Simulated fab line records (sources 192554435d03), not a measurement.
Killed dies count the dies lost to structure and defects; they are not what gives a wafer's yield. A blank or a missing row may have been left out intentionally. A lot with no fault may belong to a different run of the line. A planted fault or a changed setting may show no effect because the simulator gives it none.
fab line records :: flow n5-finfet
record:
  lots: 12
  wafers: 34
  last-day: 17
route steps=1938 shown BEOL_M15@1784 PASSIVATION@1936
lots untouched by any fault: they come from a run of this same line in which no faults occurred
start-h: the number of hours between the record's first day and the start of the first shown wafer of the lot :: wait-h: how many hours have passed since the lot's step before this one :: " as in the row above :: L1.1+2: a row that stands for several wafers :: - value missing, or start not given :: * or withheld: withheld :: < > ~ a bound
route shown NAME@n: names a module that has steps shown in the file, with the first one's number in the route :: usual: average and standard deviation across the fault-free wafers :: same: alike in all rows :: chamber/n: place in a boat :: sites: per-site readings :: _std_site: standard deviation across them :: _edge_site: mean of outer sites minus mean of inner sites :: radius-mm: how far each site lies from the wafer's centre :: mask NAME#n: copy n :: behind: tool/chamber where the wafer was last shaped :: hold: why the lot was held/for how many hours/how that ended :: device: which transistor (n, p or np) failed to switch :: end of line: the same wafers' tests at the end of the route :: a step with no rows: only its recipe :: killed: dies that structure and defects cost at the first sort, which is not the same as the wafer's yield :: map: the dies of a wafer, with x for killed, . for not killed, _ for no die there
set.NAME: the setting the step ran with; set.NAME@STEP: the setting that earlier step ran with :: model.NAME: the simulator's own value behind a step, which no gauge read
a sample of lots followed through the steps of the route, with each step as a table and each wafer as a row
services: when a tool's chamber went out of use (start-h, in hours from the record's first day, below 0 if earlier), for how many hours, and the reason
== steps ==
step: N5_BEOL_M15_OVL_MEAS_11
recipe:
  points-per-wafer: 44
usual:
  V14_OVL: -4/5
lot.wafer: L330.1
tool: overlay-01
chamber: 0
start-h: 233.98
wait-h: 0.0
V14_OVL[nm]: -3

lot.wafer: L330.2
tool: overlay-01
chamber: 0
start-h: 233.98
wait-h: 0.0
V14_OVL[nm]: 3

lot.wafer: L330.4
tool: overlay-01
chamber: 0
start-h: 233.98
wait-h: 0.0
V14_OVL[nm]: -2

lot.wafer: L331.3
tool: overlay-01
chamber: 0
start-h: 257.02
wait-h: 0.0
V14_OVL[nm]: -11

lot.wafer: L331.4
tool: overlay-01
chamber: 0
start-h: 257.02
wait-h: 0.0
V14_OVL[nm]: -7

lot.wafer: L331.6
tool: overlay-01
chamber: 0
start-h: 257.02
wait-h: 0.0
V14_OVL[nm]: 1

lot.wafer: L333.1
tool: overlay-01
chamber: 0
start-h: 264.20
wait-h: 0.0
V14_OVL[nm]: 2

lot.wafer: L333.2
tool: overlay-01
chamber: 0
start-h: 264.20
wait-h: 0.0
V14_OVL[nm]: 1

lot.wafer: L333.5
tool: overlay-01
chamber: 0
start-h: 264.20
wait-h: 0.0
V14_OVL[nm]: 2

lot.wafer: L334.2
tool: overlay-02
chamber: 0
start-h: 276.64
wait-h: 0.0
V14_OVL[nm]: -1

lot.wafer: L334.3
tool: overlay-02
chamber: 0
start-h: 276.64
wait-h: 0.0
V14_OVL[nm]: -5

lot.wafer: L334.5
tool: overlay-02
chamber: 0
start-h: 276.64
wait-h: 0.0
V14_OVL[nm]: -7

lot.wafer: L335.1
tool: overlay-01
chamber: 0
start-h: 279.26
wait-h: 0.0
V14_OVL[nm]: 4

lot.wafer: L335.2
tool: overlay-01
chamber: 0
start-h: 279.26
wait-h: 0.0
V14_OVL[nm]: -3

lot.wafer: L335.6
tool: overlay-01
chamber: 0
start-h: 279.26
wait-h: 0.0
V14_OVL[nm]: 2

lot.wafer: L339.1
tool: overlay-01
chamber: 0
start-h: 290.81
wait-h: 0.0
V14_OVL[nm]: -8

lot.wafer: L339.2
tool: overlay-01
chamber: 0
start-h: 290.81
wait-h: 0.0
V14_OVL[nm]: -4

lot.wafer: L339.5
tool: overlay-01
chamber: 0
start-h: 290.81
wait-h: 0.0
V14_OVL[nm]: -5

lot.wafer: L340.2
tool: overlay-01
chamber: 0
start-h: 302.32
wait-h: 0.0
V14_OVL[nm]: 0

lot.wafer: L340.4
tool: overlay-01
chamber: 0
start-h: 302.32
wait-h: 0.0
V14_OVL[nm]: 2

lot.wafer: L340.5
tool: overlay-01
chamber: 0
start-h: 302.32
wait-h: 0.0
V14_OVL[nm]: -7

lot.wafer: L341.1
tool: overlay-01
chamber: 0
start-h: 308.09
wait-h: 0.0
V14_OVL[nm]: 3

lot.wafer: L341.3
tool: overlay-01
chamber: 0
start-h: 308.09
wait-h: 0.0
V14_OVL[nm]: -2

lot.wafer: L341.5
tool: overlay-01
chamber: 0
start-h: 308.09
wait-h: 0.0
V14_OVL[nm]: 5

lot.wafer: L342.1
tool: overlay-02
chamber: 0
start-h: 308.53
wait-h: 0.0
V14_OVL[nm]: -13

lot.wafer: L342.3
tool: overlay-02
chamber: 0
start-h: 308.53
wait-h: 0.0
V14_OVL[nm]: -5

lot.wafer: L345.3
tool: overlay-02
chamber: 0
start-h: 342.01
wait-h: 0.0
V14_OVL[nm]: -6

lot.wafer: L345.6
tool: overlay-02
chamber: 0
start-h: 342.01
wait-h: 0.0
V14_OVL[nm]: -6

lot.wafer: L349.1
tool: overlay-02
chamber: 0
start-h: 363.20
wait-h: 0.0
V14_OVL[nm]: -10

lot.wafer: L349.5
tool: overlay-02
chamber: 0
start-h: 363.20
wait-h: 0.0
V14_OVL[nm]: -10

lot.wafer: L349.6
tool: overlay-02
chamber: 0
start-h: 363.20
wait-h: 0.0
V14_OVL[nm]: 0

lot.wafer: L353.2
tool: overlay-01
chamber: 0
start-h: 391.05
wait-h: 0.0
V14_OVL[nm]: -4

lot.wafer: L353.3
tool: overlay-01
chamber: 0
start-h: 391.05
wait-h: 0.0
V14_OVL[nm]: -5

lot.wafer: L353.4
tool: overlay-01
chamber: 0
start-h: 391.05
wait-h: 0.0
V14_OVL[nm]: -8
step: N5_BEOL_M15_CD_MEAS_17
recipe:
  target-cd-nm: 360
  polarity: opening
usual:
  cd-nm: 359.9/2.9
lot.wafer: L330.1
tool: cd-sem-01
chamber: -
start-h: 234.91
wait-h: 0.0
cd-nm: 361.5

lot.wafer: L330.2
tool: cd-sem-01
chamber: -
start-h: 234.91
wait-h: 0.0
cd-nm: 362.1

lot.wafer: L330.4
tool: cd-sem-01
chamber: -
start-h: 234.91
wait-h: 0.0
cd-nm: 363.5

lot.wafer: L331.3
tool: cd-sem-02
chamber: -
start-h: 257.72
wait-h: 0.0
cd-nm: 359.6

lot.wafer: L331.4
tool: cd-sem-02
chamber: -
start-h: 257.72
wait-h: 0.0
cd-nm: 363.3

lot.wafer: L331.6
tool: cd-sem-02
chamber: -
start-h: 257.72
wait-h: 0.0
cd-nm: 362.3

lot.wafer: L333.1
tool: cd-sem-03
chamber: -
start-h: 264.76
wait-h: 0.0
cd-nm: 361.8

lot.wafer: L333.2
tool: cd-sem-03
chamber: -
start-h: 264.76
wait-h: 0.0
cd-nm: 355.7

lot.wafer: L333.5
tool: cd-sem-03
chamber: -
start-h: 264.76
wait-h: 0.0
cd-nm: 360.8

lot.wafer: L334.2
tool: cd-sem-03
chamber: -
start-h: 277.20
wait-h: 0.0
cd-nm: 359.4

lot.wafer: L334.3
tool: cd-sem-03
chamber: -
start-h: 277.20
wait-h: 0.0
cd-nm: 361.1

lot.wafer: L334.5
tool: cd-sem-03
chamber: -
start-h: 277.20
wait-h: 0.0
cd-nm: 358.7

lot.wafer: L335.1
tool: cd-sem-03
chamber: -
start-h: 279.95
wait-h: 0.0
cd-nm: 359.3

lot.wafer: L335.2
tool: cd-sem-03
chamber: -
start-h: 279.95
wait-h: 0.0
cd-nm: 356.8

lot.wafer: L335.6
tool: cd-sem-03
chamber: -
start-h: 279.95
wait-h: 0.0
cd-nm: 357.7

lot.wafer: L339.1
tool: cd-sem-03
chamber: -
start-h: 291.36
wait-h: 0.0
cd-nm: 357.3

lot.wafer: L339.2
tool: cd-sem-03
chamber: -
start-h: 291.36
wait-h: 0.0
cd-nm: 355.6

lot.wafer: L339.5
tool: cd-sem-03
chamber: -
start-h: 291.36
wait-h: 0.0
cd-nm: 358.8

lot.wafer: L340.2
tool: cd-sem-01
chamber: -
start-h: 302.88
wait-h: 0.0
cd-nm: 358.2

lot.wafer: L340.4
tool: cd-sem-01
chamber: -
start-h: 302.88
wait-h: 0.0
cd-nm: 358.5

lot.wafer: L340.5
tool: cd-sem-01
chamber: -
start-h: 302.88
wait-h: 0.0
cd-nm: 359.2

lot.wafer: L341.1
tool: cd-sem-03
chamber: -
start-h: 308.65
wait-h: 0.0
cd-nm: 358.2

lot.wafer: L341.3
tool: cd-sem-03
chamber: -
start-h: 308.65
wait-h: 0.0
cd-nm: 353.6

lot.wafer: L341.5
tool: cd-sem-03
chamber: -
start-h: 308.65
wait-h: 0.0
cd-nm: 358.7

lot.wafer: L342.1
tool: cd-sem-01
chamber: -
start-h: 309.12
wait-h: 0.0
cd-nm: 362.4

lot.wafer: L342.3
tool: cd-sem-01
chamber: -
start-h: 309.12
wait-h: 0.0
cd-nm: 357.6

lot.wafer: L345.3
tool: cd-sem-02
chamber: -
start-h: 342.58
wait-h: 0.0
cd-nm: 363.9

lot.wafer: L345.6
tool: cd-sem-02
chamber: -
start-h: 342.58
wait-h: 0.0
cd-nm: 359.1

lot.wafer: L349.1
tool: cd-sem-02
chamber: -
start-h: 363.76
wait-h: 0.0
cd-nm: 364.5

lot.wafer: L349.5
tool: cd-sem-02
chamber: -
start-h: 363.76
wait-h: 0.0
cd-nm: 363.0

lot.wafer: L349.6
tool: cd-sem-02
chamber: -
start-h: 363.76
wait-h: 0.0
cd-nm: 360.9

lot.wafer: L353.2
tool: cd-sem-02
chamber: -
start-h: 391.70
wait-h: 0.0
cd-nm: 364.9

lot.wafer: L353.3
tool: cd-sem-02
chamber: -
start-h: 391.70
wait-h: 0.0
cd-nm: 364.3

lot.wafer: L353.4
tool: cd-sem-02
chamber: -
start-h: 391.70
wait-h: 0.0
cd-nm: 355.4
step: N5_BEOL_M15_INSPECT_30
recipe:
  mode: adi
  inspect-instrument: macro
usual:
  raw-defect-count: 2.2/1.6
lot.wafer: L330.1
tool: defect-inspect-02
chamber: -
start-h: 235.95
wait-h: 0.0
raw-defect-count: 3

lot.wafer: L330.2
tool: defect-inspect-02
chamber: -
start-h: 235.95
wait-h: 0.0
raw-defect-count: 2

lot.wafer: L330.4
tool: defect-inspect-02
chamber: -
start-h: 235.95
wait-h: 0.0
raw-defect-count: 0

lot.wafer: L331.3
tool: defect-inspect-02
chamber: -
start-h: 258.64
wait-h: 0.0
raw-defect-count: 4

lot.wafer: L331.4
tool: defect-inspect-02
chamber: -
start-h: 258.64
wait-h: 0.0
raw-defect-count: 2

lot.wafer: L331.6
tool: defect-inspect-02
chamber: -
start-h: 258.64
wait-h: 0.0
raw-defect-count: 1

lot.wafer: L333.1
tool: defect-inspect-01
chamber: -
start-h: 265.82
wait-h: 0.0
raw-defect-count: 2

lot.wafer: L333.2
tool: defect-inspect-01
chamber: -
start-h: 265.82
wait-h: 0.0
raw-defect-count: 3

lot.wafer: L333.5
tool: defect-inspect-01
chamber: -
start-h: 265.82
wait-h: 0.0
raw-defect-count: 1

lot.wafer: L334.2
tool: defect-inspect-02
chamber: -
start-h: 278.13
wait-h: 0.0
raw-defect-count: 2

lot.wafer: L334.3
tool: defect-inspect-02
chamber: -
start-h: 278.13
wait-h: 0.0
raw-defect-count: 5

lot.wafer: L334.5
tool: defect-inspect-02
chamber: -
start-h: 278.13
wait-h: 0.0
raw-defect-count: 3

lot.wafer: L335.1
tool: defect-inspect-01
chamber: -
start-h: 281.02
wait-h: 0.0
raw-defect-count: 5

lot.wafer: L335.2
tool: defect-inspect-01
chamber: -
start-h: 281.02
wait-h: 0.0
raw-defect-count: 0

lot.wafer: L335.6
tool: defect-inspect-01
chamber: -
start-h: 281.02
wait-h: 0.0
raw-defect-count: 0

lot.wafer: L339.1
tool: defect-inspect-02
chamber: -
start-h: 292.42
wait-h: 0.0
raw-defect-count: 1

lot.wafer: L339.2
tool: defect-inspect-02
chamber: -
start-h: 292.42
wait-h: 0.0
raw-defect-count: 0

lot.wafer: L339.5
tool: defect-inspect-02
chamber: -
start-h: 292.42
wait-h: 0.0
raw-defect-count: 2

lot.wafer: L340.2
tool: defect-inspect-02
chamber: -
start-h: 303.93
wait-h: 0.0
raw-defect-count: 3

lot.wafer: L340.4
tool: defect-inspect-02
chamber: -
start-h: 303.93
wait-h: 0.0
raw-defect-count: 2

lot.wafer: L340.5
tool: defect-inspect-02
chamber: -
start-h: 303.93
wait-h: 0.0
raw-defect-count: 3

lot.wafer: L341.1
tool: defect-inspect-01
chamber: -
start-h: 309.58
wait-h: 0.0
raw-defect-count: 4

lot.wafer: L341.3
tool: defect-inspect-01
chamber: -
start-h: 309.58
wait-h: 0.0
raw-defect-count: 2

lot.wafer: L341.5
tool: defect-inspect-01
chamber: -
start-h: 309.58
wait-h: 0.0
raw-defect-count: 1

lot.wafer: L342.1
tool: defect-inspect-02
chamber: -
start-h: 310.06
wait-h: 0.0
raw-defect-count: 1

lot.wafer: L342.3
tool: defect-inspect-02
chamber: -
start-h: 310.06
wait-h: 0.0
raw-defect-count: 2

lot.wafer: L345.3
tool: defect-inspect-01
chamber: -
start-h: 343.51
wait-h: 0.0
raw-defect-count: 2

lot.wafer: L345.6
tool: defect-inspect-01
chamber: -
start-h: 343.51
wait-h: 0.0
raw-defect-count: 4

lot.wafer: L349.1
tool: defect-inspect-01
chamber: -
start-h: 364.82
wait-h: 0.0
raw-defect-count: 2

lot.wafer: L349.5
tool: defect-inspect-01
chamber: -
start-h: 364.82
wait-h: 0.0
raw-defect-count: 1

lot.wafer: L349.6
tool: defect-inspect-01
chamber: -
start-h: 364.82
wait-h: 0.0
raw-defect-count: 3

lot.wafer: L353.2
tool: defect-inspect-02
chamber: -
start-h: 392.62
wait-h: 0.0
raw-defect-count: 0

lot.wafer: L353.3
tool: defect-inspect-02
chamber: -
start-h: 392.62
wait-h: 0.0
raw-defect-count: 2

lot.wafer: L353.4
tool: defect-inspect-02
chamber: -
start-h: 392.62
wait-h: 0.0
raw-defect-count: 3
step: N5_BEOL_M15_CMP_49
recipe:
  stop-on: SiO2
  t-overpolish-s: 4.9
  down-force-psi: 2
  platen-rpm: 80
  clearing-platen-down-force-psi: 2
  clearing-platen-rpm: 80
  post-cmp-clean: cu-alkaline
  target-thk-nm: 850
  clearing-platen-pad-velocity-m-s: 1.5917
  pad-velocity-m-s: 1.5917
usual:
  barrier-field-endpoint-s: 11.33/0.28
  clearing-platen-down-force-psi: 2.000/0.0037
  motor-current-A: 8.7/1.3
  overpolish-run-s: 4.900/0.0089
lot.wafer: L330.2
tool: cmp-02
chamber: 3
start-h: 239.45
wait-h: 0.2
barrier-field-endpoint-s: 11.33
clearing-platen-down-force-psi: 1.995
motor-current-A: 9.6
overpolish-run-s: 4.880

lot.wafer: L330.4
tool: cmp-02
chamber: 1
start-h: 239.45
wait-h: 0.2
barrier-field-endpoint-s: 11.24
clearing-platen-down-force-psi: 1.996
motor-current-A: 9.7
overpolish-run-s: 4.916

lot.wafer: L330.1
tool: cmp-02
chamber: 2
start-h: 239.45
wait-h: 0.2
barrier-field-endpoint-s: 11.15
clearing-platen-down-force-psi: 1.996
motor-current-A: 6.9
overpolish-run-s: 4.878

lot.wafer: L331.3
tool: cmp-03
chamber: 2
start-h: 261.26
wait-h: 0.2
barrier-field-endpoint-s: 11.35
clearing-platen-down-force-psi: 1.997
motor-current-A: 8.2
overpolish-run-s: 4.901

lot.wafer: L331.4
tool: cmp-03
chamber: 3
start-h: 261.26
wait-h: 0.2
barrier-field-endpoint-s: 11.18
clearing-platen-down-force-psi: 1.995
motor-current-A: 7.4
overpolish-run-s: 4.901

lot.wafer: L331.6
tool: cmp-03
chamber: 2
start-h: 261.26
wait-h: 0.2
barrier-field-endpoint-s: 11.51
clearing-platen-down-force-psi: 1.999
motor-current-A: 8.4
overpolish-run-s: 4.904

lot.wafer: L333.1
tool: cmp-03
chamber: 2
start-h: 272.21
wait-h: 0.3
barrier-field-endpoint-s: 11.42
clearing-platen-down-force-psi: 2.003
motor-current-A: 8.2
overpolish-run-s: 4.901

lot.wafer: L333.2
tool: cmp-03
chamber: 0
start-h: 272.21
wait-h: 0.3
barrier-field-endpoint-s: 11.34
clearing-platen-down-force-psi: 1.996
motor-current-A: 6.5
overpolish-run-s: 4.906

lot.wafer: L333.5
tool: cmp-03
chamber: 1
start-h: 272.21
wait-h: 0.3
barrier-field-endpoint-s: 11.25
clearing-platen-down-force-psi: 2.005
motor-current-A: 11.2
overpolish-run-s: 4.912

lot.wafer: L334.3
tool: cmp-04
chamber: 2
start-h: 281.83
wait-h: 0.2
barrier-field-endpoint-s: 11.38
clearing-platen-down-force-psi: 1.994
motor-current-A: 7.6
overpolish-run-s: 4.902

lot.wafer: L334.2
tool: cmp-04
chamber: 0
start-h: 281.83
wait-h: 0.2
barrier-field-endpoint-s: 11.40
clearing-platen-down-force-psi: 2.000
motor-current-A: 8.1
overpolish-run-s: 4.890

lot.wafer: L334.5
tool: cmp-04
chamber: 2
start-h: 281.83
wait-h: 0.2
barrier-field-endpoint-s: 11.66
clearing-platen-down-force-psi: 1.998
motor-current-A: 7.8
overpolish-run-s: 4.910

lot.wafer: L335.2
tool: cmp-02
chamber: 0
start-h: 282.78
wait-h: 0.2
barrier-field-endpoint-s: 11.02
clearing-platen-down-force-psi: 1.995
motor-current-A: 8.3
overpolish-run-s: 4.896

lot.wafer: L335.1
tool: cmp-02
chamber: 2
start-h: 282.78
wait-h: 0.2
barrier-field-endpoint-s: 11.05
clearing-platen-down-force-psi: 1.997
motor-current-A: 7.2
overpolish-run-s: 4.900

lot.wafer: L335.6
tool: cmp-02
chamber: 0
start-h: 282.78
wait-h: 0.2
barrier-field-endpoint-s: 11.11
clearing-platen-down-force-psi: 1.992
motor-current-A: 8.6
overpolish-run-s: 4.899

lot.wafer: L339.1
tool: cmp-02
chamber: 3
start-h: 297.89
wait-h: 0.3
barrier-field-endpoint-s: 11.76
clearing-platen-down-force-psi: 2.000
motor-current-A: 9.0
overpolish-run-s: 4.893

lot.wafer: L339.2
tool: cmp-02
chamber: 1
start-h: 297.89
wait-h: 0.3
barrier-field-endpoint-s: 11.53
clearing-platen-down-force-psi: 1.999
motor-current-A: 9.6
overpolish-run-s: 4.910

lot.wafer: L339.5
tool: cmp-02
chamber: 0
start-h: 297.89
wait-h: 0.3
barrier-field-endpoint-s: 11.18
clearing-platen-down-force-psi: 1.997
motor-current-A: 8.2
overpolish-run-s: 4.894

lot.wafer: L340.2
tool: cmp-02
chamber: 1
start-h: 307.65
wait-h: 0.3
barrier-field-endpoint-s: 11.87
clearing-platen-down-force-psi: 2.008
motor-current-A: 9.8
overpolish-run-s: 4.893

lot.wafer: L340.4
tool: cmp-02
chamber: 2
start-h: 307.65
wait-h: 0.3
barrier-field-endpoint-s: 11.16
clearing-platen-down-force-psi: 2.003
motor-current-A: 7.3
overpolish-run-s: 4.913

lot.wafer: L340.5
tool: cmp-02
chamber: 1
start-h: 307.65
wait-h: 0.3
barrier-field-endpoint-s: 11.45
clearing-platen-down-force-psi: 2.007
motor-current-A: 9.8
overpolish-run-s: 4.894

lot.wafer: L341.1
tool: cmp-03
chamber: 2
start-h: 315.30
wait-h: 0.3
barrier-field-endpoint-s: 11.45
clearing-platen-down-force-psi: 2.002
motor-current-A: 8.5
overpolish-run-s: 4.909

lot.wafer: L341.3
tool: cmp-03
chamber: 0
start-h: 315.30
wait-h: 0.3
barrier-field-endpoint-s: 11.87
clearing-platen-down-force-psi: 2.001
motor-current-A: 6.9
overpolish-run-s: 4.921

lot.wafer: L341.5
tool: cmp-03
chamber: 1
start-h: 315.30
wait-h: 0.3
barrier-field-endpoint-s: 11.23
clearing-platen-down-force-psi: 2.000
motor-current-A: 11.9
overpolish-run-s: 4.904

lot.wafer: L342.1
tool: cmp-02
chamber: 1
start-h: 316.01
wait-h: 0.3
barrier-field-endpoint-s: 11.93
clearing-platen-down-force-psi: 2.001
motor-current-A: 9.9
overpolish-run-s: 4.891

lot.wafer: L342.3
tool: cmp-02
chamber: 2
start-h: 316.01
wait-h: 0.3
barrier-field-endpoint-s: 6.37
clearing-platen-down-force-psi: 1.997
motor-current-A: 7.8
overpolish-run-s: 4.912

lot.wafer: L345.3
tool: cmp-02
chamber: 3
start-h: 348.93
wait-h: 0.2
barrier-field-endpoint-s: 6.25
clearing-platen-down-force-psi: 2.000
motor-current-A: 9.4
overpolish-run-s: 4.912

lot.wafer: L345.6
tool: cmp-02
chamber: 3
start-h: 348.93
wait-h: 0.2
barrier-field-endpoint-s: 6.32
clearing-platen-down-force-psi: 2.010
motor-current-A: 9.2
overpolish-run-s: 4.906

lot.wafer: L349.1
tool: cmp-04
chamber: 3
start-h: 368.42
wait-h: 0.3
barrier-field-endpoint-s: 11.48
clearing-platen-down-force-psi: 2.006
motor-current-A: 9.9
overpolish-run-s: 4.906

lot.wafer: L349.6
tool: cmp-04
chamber: 3
start-h: 368.42
wait-h: 0.3
barrier-field-endpoint-s: 11.86
clearing-platen-down-force-psi: 2.000
motor-current-A: 9.7
overpolish-run-s: 4.921

lot.wafer: L349.5
tool: cmp-04
chamber: 0
start-h: 368.42
wait-h: 0.3
barrier-field-endpoint-s: 11.61
clearing-platen-down-force-psi: 2.005
motor-current-A: 8.1
overpolish-run-s: 4.898

lot.wafer: L353.2
tool: cmp-03
chamber: 0
start-h: 400.94
wait-h: 0.2
barrier-field-endpoint-s: 11.82
clearing-platen-down-force-psi: 1.997
motor-current-A: 6.6
overpolish-run-s: 4.898

lot.wafer: L353.3
tool: cmp-03
chamber: 2
start-h: 400.94
wait-h: 0.2
barrier-field-endpoint-s: 11.15
clearing-platen-down-force-psi: 2.001
motor-current-A: 8.7
overpolish-run-s: 4.907

lot.wafer: L353.4
tool: cmp-03
chamber: 3
start-h: 400.94
wait-h: 0.2
barrier-field-endpoint-s: 11.07
clearing-platen-down-force-psi: 1.997
motor-current-A: 7.3
overpolish-run-s: 4.903
step: N5_PASSIVATION_PROBE_49
usual:
  defect-limited-yield: 91.4/1.6
  killed_at_M0_to_M3: 31/11
  killed_at_M4_up: 14/5.7
  killed-at-contacts: 12/6
  killed-at-front-end: 41/13
  killed-at-other: 3.3/2.8
  killed-dies: 101/19
  killed-on-rim: 13/3.9
  killed-open: 67/14
  killed-short: 33/8.2
  sort_bin_4_leakage: 0.0/0.37
  sort_bin_5_function: 5.0/1.1
  sort_bin_6_memory: 3.3/0.74
  sort-n-pass: 1078/20
  sort-yield-pct: 91.3/1.7
same:
  gross-dies: 1180
  killed-at-back-side: 0
  sort_bin_8_speed[%]: 0
lot.wafer: L331.3
tool: prober-02
chamber: -
start-h: 278.29
wait-h: 0.1
defect-limited-yield[%]: 91.9
killed_at_M0_to_M3: 31
killed_at_M4_up: 13
killed-at-contacts: 17
killed-at-front-end: 29
killed-at-other: 6
killed-dies: 96
killed-on-rim: 15
killed-open: 62
killed-short: 34
sort_bin_4_leakage[%]: 0
sort_bin_5_function[%]: 4.7
sort_bin_6_memory[%]: 3.2
sort-n-pass: 1084
sort-yield-pct[%]: 91.9

lot.wafer: L331.4
tool: prober-02
chamber: -
start-h: 278.34
wait-h: 0.2
defect-limited-yield[%]: 90.9
killed_at_M0_to_M3: 33
killed_at_M4_up: 17
killed-at-contacts: 12
killed-at-front-end: 40
killed-at-other: 5
killed-dies: 107
killed-on-rim: 13
killed-open: 75
killed-short: 31
sort_bin_4_leakage[%]: 0
sort_bin_5_function[%]: 5.3
sort_bin_6_memory[%]: 3.4
sort-n-pass: 1073
sort-yield-pct[%]: 90.9

lot.wafer: L331.6
tool: prober-02
chamber: -
start-h: 278.44
wait-h: 0.3
defect-limited-yield[%]: 89.4
killed_at_M0_to_M3: 36
killed_at_M4_up: 21
killed-at-contacts: 11
killed-at-front-end: 52
killed-at-other: 5
killed-dies: 125
killed-on-rim: 19
killed-open: 77
killed-short: 46
sort_bin_4_leakage[%]: 0
sort_bin_5_function[%]: 6.1
sort_bin_6_memory[%]: 4.2
sort-n-pass: 1055
sort-yield-pct[%]: 89.4

lot.wafer: L342.3
tool: prober-02
chamber: -
start-h: 334.51
wait-h: 0.1
defect-limited-yield[%]: 90.8
killed_at_M0_to_M3: 37
killed_at_M4_up: 14
killed-at-contacts: 11
killed-at-front-end: 46
killed-at-other: 1
killed-dies: 109
killed-on-rim: 14
killed-open: 76
killed-short: 33
sort_bin_4_leakage[%]: 0
sort_bin_5_function[%]: 5.5
sort_bin_6_memory[%]: 3.5
sort-n-pass: 1071
sort-yield-pct[%]: 90.8

lot.wafer: L345.6
tool: prober-01
chamber: -
start-h: 364.85
wait-h: 0.3
defect-limited-yield[%]: 94.1
killed_at_M0_to_M3: 15
killed_at_M4_up: 10
killed-at-contacts: 10
killed-at-front-end: 35
killed-at-other: 0
killed-dies: 70
killed-on-rim: 4
killed-open: 56
killed-short: 14
sort_bin_4_leakage[%]: 0
sort_bin_5_function[%]: 3.7
sort_bin_6_memory[%]: 2.1
sort-n-pass: 1110
sort-yield-pct[%]: 94.1
killed by level:class
L331.3 MOL_CONTACT_COAG:geometric-particle:open=14 BEOL_M0_SAQP:geometric-particle:short=8 STI_FIN_REVEAL:geometric-particle:open=7 BEOL_M0_SAQP:geometric-particle:open=7 BEOL_M4:geometric-particle:open=7 GATE_CUT:geometric-particle:open=5 FIN_SAQP:geometric-particle:open=4 BEOL_M0:geometric-particle:short=4
L331.4 BEOL_M3:geometric-particle:open=12 MOL_CONTACT_COAG:geometric-particle:open=11 FIN_SAQP:geometric-particle:open=7 GATE_CUT:geometric-particle:short=7 BEOL_M4:geometric-particle:open=7 DUMMY_GATE:geometric-particle:open=6 GATE_CUT:geometric-particle:open=6 BEOL_M2:geometric-particle:open=6
L331.6 BEOL_M0_SAQP:geometric-particle:short=13 BEOL_M0_SAQP:geometric-particle:open=13 STI_FIN_REVEAL:geometric-particle:open=11 BEOL_M4:geometric-particle:open=11 MOL_CONTACT_COAG:geometric-particle:open=8 FIN_SAQP:geometric-particle:open=6 GATE_CUT:geometric-particle:open=6 STARTING-WAFER:geometric-particle:short=6
L342.3 BEOL_M0_SAQP:geometric-particle:short=11 STI_FIN_REVEAL:geometric-particle:open=9 FIN_SAQP:geometric-particle:short=8 MOL_CONTACT_COAG:geometric-particle:open=8 BEOL_M1:geometric-particle:open=8 FIN_SAQP:geometric-particle:open=7 BEOL_M3:geometric-particle:open=6 DUMMY_GATE:geometric-particle:open=5
L345.6 MOL_CONTACT_COAG:geometric-particle:open=9 FIN_SAQP:geometric-particle:open=7 STI_FIN_REVEAL:geometric-particle:open=6 BEOL_M2:geometric-particle:open=5 BEOL_M3:geometric-particle:open=5 GATE_CUT:geometric-particle:short=4 FIN_CUT:geometric-particle:open=4 DUMMY_GATE:geometric-particle:open=4
== services ==
tool: cmp-03
chamber: -
start-h: 219.65
hours: 3.2
kind: repair

tool: cmp-04
chamber: -
start-h: 234.49
hours: 4.0
kind: pm

tool: cmp-04
chamber: -
start-h: 238.49
hours: -
kind: consumable-replace:conditioner

tool: cmp-04
chamber: -
start-h: 238.49
hours: -
kind: consumable-replace:pad

tool: cmp-04
chamber: -
start-h: 294.47
hours: 5.7
kind: pm

tool: cmp-03
chamber: -
start-h: 297.03
hours: 4.0
kind: pm

tool: cmp-03
chamber: -
start-h: 301.03
hours: -
kind: consumable-replace:conditioner

tool: cmp-03
chamber: -
start-h: 301.03
hours: -
kind: consumable-replace:pad

tool: cmp-02
chamber: -
start-h: 313.26
hours: 1.4
kind: repair

tool: cmp-03
chamber: -
start-h: 328.25
hours: 0.4
kind: repair

tool: cmp-04
chamber: -
start-h: 329.56
hours: 1.9
kind: repair

tool: cmp-04
chamber: -
start-h: 358.55
hours: 0.7
kind: repair

tool: cmp-02
chamber: -
start-h: 364.50
hours: 3.0
kind: repair

tool: cmp-03
chamber: -
start-h: 367.11
hours: 5.4
kind: pm

tool: cmp-03
chamber: -
start-h: 375.54
hours: 6.6
kind: repair

tool: cmp-04
chamber: -
start-h: 380.32
hours: 0.3
kind: repair

tool: cmp-04
chamber: -
start-h: 387.48
hours: 0.7
kind: repair
== key ==
first-sign:
  step: N5_BEOL_M15_CMP_49
  reading: barrier-field-endpoint-s
  direction: down
  sigmas: 18
  usual: 11.33
  struck: 6.31
effect none on later readings
met-at N5_BEOL_M15_CMP_49
struck-lots L342,L345
struck-wafers L342.3,L345.3,L345.6
not-acting-at N5_BEOL_M15_OVL_MEAS_11,N5_BEOL_M15_CD_MEAS_17,N5_BEOL_M15_INSPECT_30
onset-between 307.65 316.01
fault:
  kind: process-parameter-drift
  tool: cmp-02
  chamber: -
  onset-h: 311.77
  steps: N5_BEOL_M15_CMP_49
  channel: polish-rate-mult
  offset: 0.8
  shape: step
  end-h: 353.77
  scope: struck-wafers-only
